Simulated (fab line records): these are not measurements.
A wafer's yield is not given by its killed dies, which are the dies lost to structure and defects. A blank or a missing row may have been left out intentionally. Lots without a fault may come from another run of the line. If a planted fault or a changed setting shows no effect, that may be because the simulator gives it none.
fab line records -- flow n5_finfet
record: lots: 6, wafers: 17, last_day: 16
route steps=1938 shown BEOL_M4@1071 PASSIVATION@1936
lots with no fault: from the same line, run without faults
start_h: hours from the record's first day to the start of the lot's first wafer shown -- wait_h: hours from the lot's prior step to this one -- " unchanged from the row above -- L1.1+2: several wafers, shown together as one row -- - no value, or no start was given -- * or withheld: withheld -- < > ~ a bound
route shown NAME@n: a module of which the file shows steps, and the number in the route of the first -- usual: average and standard deviation across the fault-free wafers -- same: alike in all rows -- chamber/n: place in a boat -- sites: the reading at each site -- _std_site: how widely they spread, as a standard deviation -- _edge_site: inner sites' mean taken away from outer sites' mean -- radius_mm: for every site, how far away it sits from the centre of the wafer -- mask NAME#n: copy n -- behind: the tool/chamber that last shaped the wafer -- hold: the reason the lot was held/the length of the hold in hours/how it ended -- device: transistor that didn't switch, given as n, p or np -- end of line: the same wafers' tests at the end of the route -- a step given without rows: its recipe and nothing more -- killed: not the wafer's yield, but the dies lost to structure and defects at the first sort -- map: a wafer's dies, marking killed ones x, the rest . and places with no die _
set.NAME: the setting that was run; set.NAME@STEP: the one run at that earlier step -- model.NAME: the simulator's own value behind a step, which no gauge read
certain route steps with their lots: each step a table, each wafer a row
services: from which hour (start_h, from the record's first day; less than 0 if before it) a tool's chamber was out of use, for how many hours, and why
== steps ==
step: N5_BEOL_M4_ETCH_41
recipe: chemistry: CH3F/O2, target: SiCN, target_depth_a: 299, taper_deg: 2, time_s: 52.5, ion_energy_ev: 120, mask_material: TiN, pressure_mtorr: 30, source_w: 395, bias_w: 75, Ar_flow_sccm: 150, CH3F_flow_sccm: 30, O2_flow_sccm: 20
usual: drypump_motor_current_A: 5.9/0.44, oes_product_au: 0.77/0.07, rf_vpp_V: 297.3/1.3, showerhead_plenum_p_Torr: 2.01/0.052, throttle_valve_pct: 16.44/0.2
lot.wafer,tool,chamber,start_h,wait_h,drypump_motor_current_A,oes_product_au,rf_hours_counter_h,rf_vpp_V,showerhead_plenum_p_Torr,throttle_valve_pct
L329.3,rie_diel-01,1,-,-,6.2,0.85,72,298.4,2.03,16.40
L329.5,rie_diel-01,2,-,-,5.6,0.77,-,297.4,1.92,16.31
L329.6,rie_diel-01,3,-,-,6.7,0.70,-,298.4,2.06,16.67
L336.1,rie_diel-02,0,-,-,6.2,0.87,38,297.4,2.06,16.33
L336.2,rie_diel-02,1,-,-,5.8,0.76,168,296.8,2.00,16.56
L336.3,rie_diel-02,2,-,-,6.6,0.74,188,298.8,2.09,16.82
L337.2,rie_diel-01,3,-,-,6.7,0.69,250,298.4,2.05,16.72
L337.3,rie_diel-01,0,-,-,5.9,0.72,190,294.3,1.90,16.21
L337.4,rie_diel-01,2,-,-,5.6,0.75,128,293.9,1.91,16.36
L338.1,rie_diel-04,2,-,-,5.9,0.77,124,296.7,2.01,16.10
L338.5,rie_diel-04,1,-,-,5.5,0.80,-,297.5,2.02,16.53
L338.6,rie_diel-04,2,-,-,5.9,0.78,-,298.0,2.01,16.09
L339.5,rie_diel-02,0,-,-,6.2,0.85,-,298.8,2.05,16.33
L339.6,rie_diel-02,1,-,-,5.8,0.75,-,297.1,2.00,16.56
L346.1,rie_diel-02,2,-,-,6.6,0.72,205,300.3,2.09,16.85
L346.2,rie_diel-02,3,-,-,5.2,0.68,226,295.6,1.99,16.36
L346.4,rie_diel-02,1,-,-,5.8,0.74,185,297.4,2.00,16.60
step: N5_BEOL_M4_STRIP_97
recipe: chemistry: N2/H2, time_s: 10, power_w: 450, temp_c: 40, pressure_mtorr: 20, rf_frequency_hz: 6e+07, bias_power_w: 7, n2_flow_sccm: 200, h2_flow_sccm: 200
usual: drypump_motor_current_A: 5.9/0.45, h2_flow_sccm: 200.0/0.66, oes_product_au: 0.77/0.069, rf_vpp_V: 59.2/0.97, showerhead_plenum_p_Torr: 2.54/0.056, throttle_valve_pct: 23.64/0.29
lot.wafer,tool,chamber,start_h,wait_h,drypump_motor_current_A,h2_flow_sccm,oes_product_au,rf_hours_counter_h,rf_vpp_V,showerhead_plenum_p_Torr,throttle_valve_pct
L329.3,rie_diel-01,1,-,-,6.2,201.7,0.85,72,58.9,2.58,23.98
L329.5,rie_diel-01,2,-,-,5.6,201.0,0.78,-,58.6,2.46,24.00
L329.6,rie_diel-01,3,-,-,6.7,200.6,0.70,-,59.5,2.59,23.56
L336.1,rie_diel-02,0,-,-,6.2,199.0,0.88,38,59.7,2.59,23.32
L336.2,rie_diel-02,1,-,-,5.8,199.3,0.76,168,59.3,2.51,23.43
L336.3,rie_diel-02,2,-,-,6.7,200.4,0.75,188,60.0,2.63,24.02
L337.2,rie_diel-01,3,-,-,6.7,200.6,0.69,250,58.1,2.58,23.59
L337.3,rie_diel-01,0,-,-,5.9,200.7,0.72,190,60.5,2.42,23.76
L337.4,rie_diel-01,2,-,-,5.6,199.3,0.75,128,57.9,2.45,24.03
L338.1,rie_diel-04,2,-,-,6.0,199.2,0.76,124,61.3,2.55,23.43
L338.5,rie_diel-04,1,-,-,5.5,201.4,0.79,-,58.5,2.56,23.91
L338.6,rie_diel-04,2,-,-,6.0,200.1,0.78,-,57.6,2.55,23.42
L339.5,rie_diel-02,0,-,-,6.2,199.8,0.85,-,58.6,2.58,23.33
L339.6,rie_diel-02,1,-,-,5.9,200.1,0.75,-,58.6,2.51,23.45
L346.1,rie_diel-02,2,-,-,6.6,201.1,0.72,205,58.3,2.62,24.05
L346.2,rie_diel-02,3,-,-,5.2,199.8,0.69,226,57.5,2.50,23.31
L346.4,rie_diel-02,1,-,-,5.8,198.9,0.74,185,57.7,2.50,23.46
step: N5_BEOL_M4_OCD_MEAS_38
usual: trench_depth_nm: 55.2/0.89
lot.wafer,tool,chamber,start_h,wait_h,trench_depth_nm
L329.3,ocd-02,-,178.27,-,56.8
L329.5,ocd-02,-,178.27,-,54.9
L329.6,ocd-02,-,178.27,-,54.4
L336.1,ocd-02,-,229.61,-,55.5
L336.2,ocd-02,-,229.61,-,55.5
L336.3,ocd-02,-,229.61,-,56.3
L337.2,ocd-01,-,229.86,-,54.6
L337.3,ocd-01,-,229.86,-,54.5
L337.4,ocd-01,-,229.86,-,54.1
L338.1,ocd-01,-,241.19,-,54.6
L338.5,ocd-01,-,241.19,-,55.6
L338.6,ocd-01,-,241.19,-,56.0
L339.5,ocd-01,-,245.53,-,54.6
L339.6,ocd-01,-,245.53,-,55.8
L346.1,ocd-02,-,280.09,-,55.3
L346.2,ocd-02,-,280.09,-,54.4
L346.4,ocd-02,-,280.09,-,54.9
step: N5_BEOL_M4_HM_STRIP_39
recipe: chemistry: peroxide_tin_strip, material: TiN, target_depth_a: 250, temp_c: 50, time_s: 158
step: N5_BEOL_M4_SRD_40
recipe: time_s: 30, temp_c: 23, rinse_liquid: diw, dry: ipa_marangoni
step: N5_BEOL_M4_PRECLEAN_42
recipe: chemistry: residue_remover, time_s: 60, temp_c: 40
step: N5_BEOL_M4_SRD_43
recipe: time_s: 30, temp_c: 23, rinse_liquid: diw, dry: ipa_marangoni
step: N5_BEOL_M4_CD_MEAS_35
recipe: target_cd_nm: 18, target_cd_y_nm: 22.4, polarity: opening
usual: cd_nm: 17.9/0.34
lot.wafer,tool,chamber,start_h,wait_h,cd_nm
L329.3,cd_sem-01,-,178.42,0.0,17.6
L329.5,cd_sem-01,-,178.42,0.0,17.6
L329.6,cd_sem-01,-,178.42,0.0,17.5
L336.1,cd_sem-03,-,229.77,0.0,18.3
L336.2,cd_sem-03,-,229.77,0.0,17.5
L336.3,cd_sem-03,-,229.77,0.0,17.9
L337.2,cd_sem-03,-,230.02,0.0,17.7
L337.3,cd_sem-03,-,230.02,0.0,17.7
L337.4,cd_sem-03,-,230.02,0.0,17.7
L338.1,cd_sem-03,-,241.34,0.0,18.2
L338.5,cd_sem-03,-,241.34,0.0,17.5
L338.6,cd_sem-03,-,241.34,0.0,17.8
L339.5,cd_sem-01,-,245.68,0.0,18.1
L339.6,cd_sem-01,-,245.68,0.0,18.0
L346.1,cd_sem-01,-,280.25,0.0,17.8
L346.2,cd_sem-01,-,280.25,0.0,17.6
L346.4,cd_sem-01,-,280.25,0.0,17.6
step: N5_BEOL_M4_DEGAS_44
recipe: ambient: vacuum, temp_c: 250, time_s: 60
usual: heater_power_w: 320/34
lot.wafer,tool,chamber,start_h,wait_h,heater_power_w
L329.3,pvd_sputter-03,-,179.03,0.6,272
L329.5,pvd_sputter-03,-,179.03,0.6,340
L329.6,pvd_sputter-03,-,179.03,0.6,324
L336.1,pvd_sputter-03,-,229.81,0.0,311
L336.2,pvd_sputter-03,-,229.81,0.0,335
L336.3,pvd_sputter-03,-,229.81,0.0,272
L337.2,pvd_sputter-03,-,230.06,0.0,311
L337.3,pvd_sputter-03,-,230.06,0.0,325
L337.4,pvd_sputter-03,-,230.06,0.0,277
L338.1,pvd_sputter-01,-,242.47,1.1,316
L338.5,pvd_sputter-01,-,242.47,1.1,312
L338.6,pvd_sputter-01,-,242.47,1.1,300
L339.5,pvd_sputter-03,-,246.00,0.3,330
L339.6,pvd_sputter-03,-,246.00,0.3,273
L346.1,pvd_sputter-03,-,280.59,0.3,274
L346.2,pvd_sputter-03,-,280.59,0.3,332
L346.4,pvd_sputter-03,-,280.59,0.3,328
step: N5_BEOL_M4_PRE_CLEAN_45
recipe: gas: H2/He, time_s: 30, temp_c: 250
step: N5_BEOL_M4_ALD_84
recipe: material: TaN, target_thk_a: *, temp_c: 275, ald_precursor_family: PDMAT, ald_co_reactant: NH3, pressure_torr: 3, carrier_flow_sccm: 1500, pulse_time_s: 2, purge_time_s: 3, co_reactant_purge_time_s: 2, co_reactant_pulse_time_s: 3, ald_cycles: 30, precursor_vessel_temp_c: 75, precursor_vessel_pressure_torr: 26.25, precursor_vessel_carrier_sccm: 1000
usual: chamber_pressure_Torr: 3.000/0.0065, heater_power_w: 446/48
lot.wafer,tool,chamber,start_h,wait_h,chamber_pressure_Torr,heater_power_w
L329.3,ald_metal-02,1,179.16,0.1,3.009,527
L329.5,ald_metal-02,2,179.16,0.1,3.008,502
L329.6,ald_metal-02,1,179.16,0.1,3.005,523
L336.1,ald_metal-02,3,229.91,0.0,3.008,479
L336.2,ald_metal-02,2,229.91,0.0,3.006,489
L336.3,ald_metal-02,1,229.91,0.0,3.003,520
L337.2,ald_metal-04,0,230.16,0.0,2.990,366
L337.3,ald_metal-04,1,230.16,0.0,3.003,496
L337.4,ald_metal-04,3,230.16,0.0,2.994,450
L338.1,ald_metal-04,1,242.57,0.0,2.999,490
L338.5,ald_metal-04,0,242.57,0.0,3.004,358
L338.6,ald_metal-04,1,242.57,0.0,2.997,490
L339.5,ald_metal-04,3,246.19,0.1,2.997,458
L339.6,ald_metal-04,0,246.19,0.1,3.002,361
L346.1,ald_metal-01,1,280.70,0.1,3.003,463
L346.2,ald_metal-01,2,280.70,0.1,2.996,445
L346.4,ald_metal-01,3,280.70,0.1,3.003,437
step: N5_BEOL_M4_SURFACE_TREAT_85
recipe: gas: Ar, time_s: *, ion_energy_ev: *, ion_current_ma_cm2: 0.5, pressure_mtorr: *, ar_flow_sccm: 30
usual: throttle_valve_pct: *
lot.wafer,tool,chamber,start_h,wait_h,throttle_valve_pct
L329.3,pvd_sputter-02,-,179.44,0.2,*
L329.5,pvd_sputter-02,-,179.44,0.2,*
L329.6,pvd_sputter-02,-,179.44,0.2,*
L336.1,pvd_sputter-01,-,230.14,0.1,*
L336.2,pvd_sputter-01,-,230.14,0.1,*
L336.3,pvd_sputter-01,-,230.14,0.1,*
L337.2,pvd_sputter-01,-,230.61,0.4,*
L337.3,pvd_sputter-01,-,230.61,0.4,*
L337.4,pvd_sputter-01,-,230.61,0.4,*
L338.1,pvd_sputter-02,-,242.84,0.2,*
L338.5,pvd_sputter-02,-,242.84,0.2,*
L338.6,pvd_sputter-02,-,242.84,0.2,*
L339.5,pvd_sputter-02,-,247.32,1.0,*
L339.6,pvd_sputter-02,-,247.32,1.0,*
L346.1,pvd_sputter-02,-,280.96,0.2,*
L346.2,pvd_sputter-02,-,280.96,0.2,*
L346.4,pvd_sputter-02,-,280.96,0.2,*
step: N5_BEOL_M4_CVD_47
recipe: material: Co, target_thk_a: 30, temp_c: withheld, precursor: CCTBA/H2, pressure_torr: 30, time_s: 223.8
usual: chamber_pressure_Torr: 30.00/0.065, run_length_s: 246.9/0.54
lot.wafer,tool,chamber,start_h,wait_h,chamber_pressure_Torr,run_length_s
L329.3,cvd_co-02,2,179.52,0.1,29.96,247.0
L329.5,cvd_co-02,1,179.52,0.1,30.01,247.7
L329.6,cvd_co-02,0,179.52,0.1,29.98,247.3
L336.1,cvd_co-01,2,230.50,0.3,30.03,246.5
L336.2,cvd_co-01,0,230.50,0.3,29.96,247.5
L336.3,cvd_co-01,1,230.50,0.3,29.98,246.4
L337.2,cvd_co-02,1,231.15,0.5,29.95,247.7
L337.3,cvd_co-02,2,231.15,0.5,30.08,436.8
L337.4,cvd_co-02,0,231.15,0.5,30.08,246.3
L338.1,cvd_co-01,1,242.97,0.1,29.97,246.2
L338.5,cvd_co-01,1,242.97,0.1,29.97,246.4
L338.6,cvd_co-01,0,242.97,0.1,29.98,247.9
L339.5,cvd_co-02,1,247.66,0.3,30.01,437.3
L339.6,cvd_co-02,0,247.66,0.3,30.05,246.5
L346.1,cvd_co-01,2,281.04,0.1,30.12,246.2
L346.2,cvd_co-01,1,281.04,0.1,30.08,246.6
L346.4,cvd_co-01,0,281.04,0.1,29.97,247.6
step: N5_BEOL_M4_SPUTTER_48
recipe: material: Cu, target_thk_a: 45, temp_c: -20, chamber_pressure_pa: 0.07, power_w: withheld, time_s: 8.29
step: N5_BEOL_M4_RC_MEAS_101
usual: DIBL_N: 36.1/1.6, DIBL_P: 35.8/2.1, IOFF_N: 0.16/0.031, IOFF_P: 0.21/0.034, ION_N: 673/12, ION_P: 461/7.2, SS_N: 71.4/0.59, SS_P: 73.3/0.63, VT_N: 250/3.1, VT_P: -250/3.3
lot.wafer,tool,chamber,start_h,wait_h,DIBL_N[mV/V],DIBL_P[mV/V],IOFF_N[nA/um],IOFF_P[nA/um],ION_N[uA/um],ION_P[uA/um],SS_N[mV/dec],SS_P[mV/dec],VT_N[mV],VT_P[mV]
L329.3,prober-02,0,186.35,0.3,35.4,35.2,0.12,0.18,651,460,71.8,73.1,252,-251
L329.5,prober-02,0,186.35,0.3,34.6,33.7,0.12,0.16,666,452,70.6,72.8,254,-255
L329.6,prober-02,0,186.35,0.3,36.8,36.7,0.15,0.20,675,462,72.1,73.5,250,-250
L336.1,prober-02,0,233.51,0.0,37.3,37.4,0.17,0.23,678,468,71.3,73.4,246,-247
L336.2,prober-02,0,233.51,0.0,35.4,34.2,0.13,0.17,673,457,70.2,73.2,253,-254
L336.3,prober-02,0,233.51,0.0,36.0,35.1,0.14,0.19,663,454,70.8,73.6,252,-249
L337.2,prober-01,0,235.11,0.2,35.3,36.0,0.15,0.18,667,459,70.9,73.3,252,-253
L337.3,prober-01,0,235.11,0.2,33.1,32.4,0.11,0.14,661,449,70.6,72.2,254,-256
L337.4,prober-01,0,235.11,0.2,36.2,36.8,0.15,0.19,670,457,70.8,72.1,251,-255
L338.1,prober-01,0,246.05,0.0,35.5,36.0,0.16,0.21,678,464,71.0,72.8,249,-250
L338.5,prober-01,0,246.05,0.0,35.3,35.9,0.16,0.21,677,470,70.7,73.3,248,-251
L338.6,prober-01,0,246.05,0.0,33.9,34.3,0.13,0.19,677,466,70.7,73.5,251,-250
L339.5,prober-01,0,251.39,0.6,33.7,32.1,0.12,0.16,658,448,70.5,72.8,252,-251
L339.6,prober-01,0,251.39,0.6,35.7,35.2,0.16,0.21,687,476,71.6,73.3,248,-249
L346.1,prober-01,0,284.14,0.0,32.9,31.4,0.10,0.15,633,446,70.2,71.6,260,-256
L346.2,prober-01,0,284.14,0.0,35.6,34.5,0.14,0.20,675,460,71.4,73.2,252,-253
L346.4,prober-01,0,284.14,0.0,34.8,34.1,0.13,0.19,660,449,70.8,72.9,251,-253
step: N5_PASSIVATION_PROBE_49
usual: defect_limited_yield: 91.0/1.5, killed_at_M0_to_M3: 35/11, killed_at_M4_up: 13/6, killed_at_contacts: 14/6.5, killed_at_front_end: 40/12, killed_at_other: 4/3.4, killed_dies: 106/18, killed_open: 68/14, killed_short: 35/7.7, sort_bin_5_function: 5.2/0.98, sort_bin_6_memory: 3.4/0.72, sort_bin_8_speed: 0.02/0.24, sort_n_pass: 1074/18, sort_yield_pct: 91.0/1.5
same: gross_dies: 1180, killed_at_back_side: 0, sort_bin_4_leakage[%]: 0
lot.wafer,tool,chamber,start_h,wait_h,defect_limited_yield[%],killed_at_M0_to_M3,killed_at_M4_up,killed_at_contacts,killed_at_front_end,killed_at_other,killed_dies,killed_open,killed_short,sort_bin_5_function[%],sort_bin_6_memory[%],sort_bin_8_speed[%],sort_n_pass,sort_yield_pct[%]
L329.3,prober-02,-,292.75,0.1,87.6,53,5,32,50,6,146,92,53,7.7,4.5,0,1034,87.6
L329.5,prober-02,-,292.85,0.2,90.6,44,10,23,27,7,111,71,38,5.2,3.6,0,1069,90.6
L329.6,prober-02,-,292.90,0.3,90.0,59,3,23,26,7,118,76,42,5.6,3.9,0,1062,90.0
L337.2,prober-02,-,337.79,0.1,91.0,28,19,10,44,5,106,74,32,4.8,4.0,0,1074,91.0
L337.3,prober-02,-,337.84,0.1,94.2,16,13,10,30,0,69,43,23,3.1,2.7,0,1111,94.2
L337.4,prober-02,-,337.89,0.2,90.8,32,20,9,44,4,109,65,44,6.0,2.9,0,1071,90.8
L336.1,prober-01,-,345.05,0.0,92.5,34,11,5,33,5,88,48,40,4.2,3.1,0,1092,92.5
L336.2,prober-01,-,345.10,0.1,90.4,35,14,19,41,4,113,66,40,5.1,3.8,0,1067,90.4
L336.3,prober-01,-,345.15,0.1,90.1,27,21,8,58,3,117,64,50,6.2,3.5,0,1063,90.1
L338.1,prober-02,-,352.03,0.0,93.9,13,16,12,29,2,72,39,32,3.3,2.5,0,1108,93.9
L338.5,prober-02,-,352.23,0.2,93.2,31,14,1,32,2,80,53,25,4.9,1.7,0,1100,93.2
L338.6,prober-02,-,352.28,0.3,92.6,32,10,13,25,7,87,63,22,4.1,3.1,0,1093,92.6
L339.5,prober-01,-,357.27,0.2,92.5,20,15,20,28,6,89,58,29,3.7,3.6,0,1091,92.5
L339.6,prober-01,-,357.32,0.3,93.0,21,11,18,28,5,83,50,32,4.3,2.7,0,1097,93.0
killed by level:class
L329.3 MOL_CONTACT_COAG:geometric_particle:open=26 BEOL_M0_SAQP:geometric_particle:open=16 STI_FIN_REVEAL:geometric_particle:open=15 BEOL_M0_SAQP:geometric_particle:short=12 BEOL_M2:geometric_particle:open=10 FIN_SAQP:geometric_particle:open=8 GATE_CUT:geometric_particle:short=7 FIN_SAQP:geometric_particle:short=5
L329.5 MOL_CONTACT_COAG:geometric_particle:open=21 FIN_SAQP:geometric_particle:open=11 BEOL_M0_SAQP:geometric_particle:open=11 BEOL_M2:geometric_particle:open=8 BEOL_M0_SAQP:geometric_particle:short=7 BEOL_M2:geometric_particle:short=6 BEOL_M3:geometric_particle:open=5 MIM_TOP_ETCH:geometric_particle:short=4
L329.6 MOL_CONTACT_COAG:geometric_particle:open=18 BEOL_M0_SAQP:geometric_particle:open=16 BEOL_M0_SAQP:geometric_particle:short=16 BEOL_M2:geometric_particle:open=12 FIN_SAQP:geometric_particle:open=6 GATE_CUT:geometric_particle:short=5 MOL_CONTACT_COAG:geometric_particle:short=5 BEOL_M1:geometric_particle:open=4
L337.2 DUMMY_GATE:geometric_particle:open=11 MOL_CONTACT_COAG:geometric_particle:open=9 FIN_SAQP:geometric_particle:open=8 FIN_SAQP:geometric_particle:short=8 BEOL_M0_SAQP:geometric_particle:short=7 BEOL_M1:geometric_particle:open=7 STI_FIN_REVEAL:geometric_particle:open=6 BEOL_M0:geometric_particle:open=5
L337.3 BEOL_M1:geometric_particle:open=10 MOL_CONTACT_COAG:geometric_particle:open=6 STI_FIN_REVEAL:geometric_particle:open=5 DUMMY_GATE:geometric_particle:open=5 FIN_SAQP:geometric_particle:open=4 FIN_SAQP:geometric_particle:short=4 BEOL_M4:geometric_particle:short=4 ILD0:geometric_particle:short=3
L337.4 BEOL_M4:geometric_particle:short=12 FIN_SAQP:geometric_particle:short=10 FIN_SAQP:geometric_particle:open=9 BEOL_M0_SAQP:geometric_particle:open=9 STI_FIN_REVEAL:geometric_particle:open=8 MOL_CONTACT_COAG:geometric_particle:open=8 BEOL_M1:geometric_particle:open=8 BEOL_M0_SAQP:geometric_particle:short=6
L336.1 BEOL_M0_SAQP:geometric_particle:open=9 BEOL_M0_SAQP:geometric_particle:short=7 BEOL_M1:geometric_particle:open=7 FIN_SAQP:geometric_particle:short=6 STARTING-WAFER:geometric_particle:open=5 GATE_CUT:geometric_particle:short=4 STARTING-WAFER:geometric_particle:short=4 MOL_CONTACT_COAG:geometric_particle:open=3
L336.2 MOL_CONTACT_COAG:geometric_particle:open=17 BEOL_M0_SAQP:geometric_particle:short=8 GATE_CUT:geometric_particle:short=6 FIN_SAQP:geometric_particle:open=5 FIN_SAQP:geometric_particle:short=5 BEOL_M1:geometric_particle:open=5 BEOL_M0_SAQP:geometric_particle:open=5 BEOL_M1:geometric_particle:short=5
L336.3 FIN_SAQP:geometric_particle:short=11 STI_FIN_REVEAL:geometric_particle:open=9 MOL_CONTACT_COAG:geometric_particle:open=7 SPACER0:geometric_particle:short=6 GATE_CUT:geometric_particle:short=6 BEOL_M3:geometric_particle:open=6 BEOL_M1:geometric_particle:open=5 BEOL_M4:geometric_particle:open=5
L338.1 MOL_CONTACT_COAG:geometric_particle:open=7 ILD0:geometric_particle:short=5 BEOL_M4:geometric_particle:open=5 FIN_SAQP:geometric_particle:short=4 ILD0:geometric_particle:open=4 GATE_CUT:geometric_particle:short=4 MOL_CONTACT_COAG:geometric_particle:short=4 BEOL_M1:geometric_particle:open=4
L338.5 BEOL_M3:geometric_particle:open=9 BEOL_M1:geometric_particle:open=6 FIN_SAQP:geometric_particle:open=4 FIN_SAQP:geometric_particle:short=4 STI_FIN_REVEAL:geometric_particle:open=4 ILD0:geometric_particle:open=4 ILD0:geometric_particle:short=4 BEOL_M5:geometric_particle:open=4
L338.6 MOL_CONTACT_COAG:geometric_particle:open=11 BEOL_M0_SAQP:geometric_particle:open=7 BEOL_M1:geometric_particle:open=6 BEOL_M3:geometric_particle:open=5 GATE_CUT:geometric_particle:open=4 BEOL_M2:geometric_particle:open=4 DUMMY_GATE:geometric_particle:open=3 BEOL_M0_SAQP:geometric_particle:short=3
L339.5 MOL_CONTACT_COAG:geometric_particle:open=16 BEOL_M0:geometric_particle:open=7 FIN_SAQP:geometric_particle:short=6 DUMMY_GATE:geometric_particle:open=4 GATE_CUT:geometric_particle:open=4 BEOL_M3:geometric_particle:open=4 BEOL_M4:geometric_particle:open=4 FIN_SAQP:geometric_particle:open=3
L339.6 MOL_CONTACT_COAG:geometric_particle:open=15 GATE_CUT:geometric_particle:short=9 FIN_SAQP:geometric_particle:short=5 BEOL_M0:geometric_particle:open=5 BEOL_M4:geometric_particle:open=4 MIM_TOP_ETCH:geometric_particle:short=4 FIN_SAQP:geometric_particle:open=3 MOL_CONTACT_COAG:geometric_particle:short=3
== services ==
tool,chamber,start_h,hours,kind
rie_diel-02,2,165.11,1.6,repair
rie_diel-02,1,169.68,5.5,repair
rie_diel-04,3,174.05,-,clean
rie_diel-04,3,174.05,-,consumable_replace:focus_ring
rie_diel-04,3,174.05,32.0,scheduled_down
rie_diel-04,3,174.05,32.0,vent_cycle
rie_diel-02,-,176.27,14.6,pm
rie_diel-04,0,192.97,14.7,repair
ald_metal-02,-,204.72,0.8,repair
pvd_sputter-02,-,205.02,2.0,repair
cvd_co-01,-,210.55,14.6,pm
cvd_co-02,-,225.15,6.0,pm
rie_diel-01,3,242.29,6.0,repair
ald_metal-01,-,245.91,2.8,pm
pvd_sputter-01,-,246.25,3.0,repair
rie_diel-01,1,269.22,5.2,repair
rie_diel-01,-,280.26,14.6,pm
== key ==
first_sign: step: N5_BEOL_M4_CVD_47, reading: run_length_s, direction: up, sigmas: 99+, usual: *, struck: *
effect none on later readings
met_at N5_BEOL_M4_CVD_47
struck_wafers L337.3,L339.5
onset_between 179.52 231.15
fault: kind: process_parameter_drift, tool: cvd_co-02, chamber: -, onset_h: 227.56, steps: N5_BEOL_M4_CVD_47, channel: time_s, offset: *, shape: step, end_h: 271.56, scope: struck_wafers_only, acts_in: *, stated: *
